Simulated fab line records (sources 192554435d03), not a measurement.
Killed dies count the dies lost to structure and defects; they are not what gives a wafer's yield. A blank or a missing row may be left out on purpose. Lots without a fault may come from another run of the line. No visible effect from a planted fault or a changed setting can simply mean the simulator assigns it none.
Split-lot experiment	flow n5Finfet	21 wafers read from 7 lots, route of 1938 steps

== ON THE SPLIT ==
At N5_BEOL_M2_ILD_DEP_00 (deposits SiOC from DEMS/O2, target thk 79 nm, time 15.3 s), the setting timeS was moved away from the recipe's 15.3 s on 9 of the 21 wafers read, by -10.1% to +14.2%. This setting was run at the recipe's value on the other wafers.

Split to reading: the file shows no intervening step.

== THE READING ==
M2_ILD_THK at N5_BEOL_M2_THK_MEAS_01, in nm. Fault-free wafers of this fab line usually give 78.8 nm, standard deviation 1.3 nm.

wafer	tool, chamber at the split	timeS as run, s	against the recipe	M2_ILD_THK, nm	against lot-mates on the recipe
L074.2	pecvd-04, 1	16.49	+7.8%	85.7	no lot-mate on the recipe
L074.3	pecvd-04, 2	16.49	+7.8%	84.8	no lot-mate on the recipe
L074.6	pecvd-04, 2	16.49	+7.8%	85.6	no lot-mate on the recipe
L076.1	pecvd-04, 2	15.3	recipe	78.6	-
L076.3	pecvd-04, 0	15.3	recipe	78.2	-
L076.5	pecvd-04, 0	15.3	recipe	79.8	-
L077.1	pecvd-02, 0	17.47	+14.2%	90.0	+12.6
L077.3	pecvd-02, 2	15.3	recipe	77.4	-
L077.5	pecvd-02, 1	17.47	+14.2%	91.3	+13.9
L087.3	pecvd-04, 0	15.3	recipe	77.7	-
L087.4	pecvd-04, 2	15.3	recipe	78.9	-
L087.6	pecvd-04, 0	15.3	recipe	79.2	-
L089.2	pecvd-04, 2,0	15.3	recipe	78.0	-
L089.4	pecvd-04, 2	15.96	+4.3%	82.3	+4.2
L089.6	pecvd-04, 2,0	15.3	recipe	78.1	-
L090.2	pecvd-04, 2	15.3	recipe	78.1	-
L090.4	pecvd-04, 2	16.5	+7.8%	86.5	+7.9
L090.5	pecvd-04, 0	15.3	recipe	79.1	-
L091.1	pecvd-02, 2	13.75	-10.1%	69.4	-8.5
L091.2	pecvd-02, 1	15.3	recipe	77.9	-
L091.3	pecvd-02, 0	13.75	-10.1%	71.4	-6.5
Rows listing several chambers each stand for several wafers; the file does not say which wafer went through which chamber.

THE FIT
A straight line over all 21 wafers: M2_ILD_THK changes by +0.855 nm for each +1% of timeS; r = +0.99; the points scatter about the line by 0.77 nm.
The same after taking each lot's own level away (the mean of its wafers on the recipe; 18 wafers): +0.875 nm for each +1%; r = +0.99; scatter 0.81 nm.
On that fit, the largest move of timeS shifts the reading by 12 nm.
Across the lots, their own levels run from 77.40 to 78.87 nm, a range of 1.1 times the standard deviation given above.
The two slopes are in agreement: the lot-to-lot level therefore moves the slope only a little.
Check: with one of the wafers moved furthest among these (+14.2%) left out of the fit, the line predicts +12.8 nm for it against its lot-mates. It came out at +12.6 nm against them.

== ADDITIONAL SPLITS CARRIED BY THESE WAFERS ==
These wafers also went through other splits before the reading. Each is held against what the fit with the lots' levels taken away leaves over:
other split on the same wafers	wafers away from the commonest value	r with M2_ILD_THK (lot level and that fit taken away)
N5_BEOL_M0_CUTY_ETCH_63 timeS	7	+0.03

== THE WHOLE CHAIN: every reading that the file lists as answering this split, in the file's order ==
step	what it does	reading	change (the file's fit)	r (the file's)
N5_BEOL_M2_ILD_DEP_00	deposits SiOC from DEMS/O2, target thk 79 nm, time 15.3 s	SiOC_of_BEOL_M2_ILD_DEP_00.thkNm (the simulator's own value, which no gauge read)	+0.897 nm for each +1% of the setting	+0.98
N5_BEOL_M2_THK_MEAS_01		M2_ILD_THK	+0.898 for each +1% of the setting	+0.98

== THE FILE'S OWN FIT ==
M2_ILD_THK changes by +0.898 nm for each +1% of timeS, r = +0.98.
